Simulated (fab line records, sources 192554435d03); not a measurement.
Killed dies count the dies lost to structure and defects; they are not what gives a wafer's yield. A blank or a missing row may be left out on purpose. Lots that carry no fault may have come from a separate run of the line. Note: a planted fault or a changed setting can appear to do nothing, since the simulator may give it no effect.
Matching of chambers / flow n5 finfet / N5_BEOL_M13_ILD_DEP_00 on pecvd-04 has 3 sister chambers
The step deposits SiOC from DEMS/O2, target thk 837.92 nm, time 166.4 s. 3 wafers are shown with their chamber, then 10 later ones without.

== WAFERS, EACH WITH ITS CHAMBER ==
wafer=L084.5; chamber=0; throttle valve pct (%)=12.0
wafer=L088.1; chamber=1; throttle valve pct (%)=12.6
wafer=L088.3; chamber=2; throttle valve pct (%)=10.4

== WAFERS WHOSE CHAMBER IS MISSING ==
wafer=L088.4; throttle valve pct (%)=10.3
wafer=L093.1; throttle valve pct (%)=10.9
wafer=L093.2; throttle valve pct (%)=12.2
wafer=L093.5; throttle valve pct (%)=12.6
wafer=L095.4; throttle valve pct (%)=10.8
wafer=L095.5; throttle valve pct (%)=12.2
wafer=L095.6; throttle valve pct (%)=12.4
wafer=L096.3; throttle valve pct (%)=12.4
wafer=L096.5; throttle valve pct (%)=12.6
wafer=L096.6; throttle valve pct (%)=12.5

== WHICH CHAMBER EACH WENT THROUGH ==
wafer=L088.4; from the rows above=2; in truth=2
wafer=L093.1; from the rows above=2; in truth=2
wafer=L093.2; from the rows above=can't be placed: 0 or 1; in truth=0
wafer=L093.5; from the rows above=1; in truth=1
wafer=L095.4; from the rows above=2; in truth=2
wafer=L095.5; from the rows above=can't be placed: 0 or 1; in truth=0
wafer=L095.6; from the rows above=can't be placed: 1 or 0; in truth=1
wafer=L096.3; from the rows above=can't be placed: 1 or 0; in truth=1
wafer=L096.5; from the rows above=1; in truth=1
wafer=L096.6; from the rows above=can't be placed: 1 or 0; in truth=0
Placed correctly: 5 of 10. Not placeable from these rows: 5 (in 5, the candidates include the true chamber). 0 placed wrongly.
How it was worked out, from the rows above alone: a wafer's distance from a chamber is the root of the sum, over the readings, of the square of ((its reading less the chamber's mean) divided by the reading's scatter). If the next closest chamber is less than 2 further off than the closest, the wafer can't be placed; otherwise it belongs to the closest. The mean given for a chamber averages the wafers shown for that chamber. The scatter: root of mean squared gap, hidden wafer to nearest shown wafer, with one shown wafer a chamber.
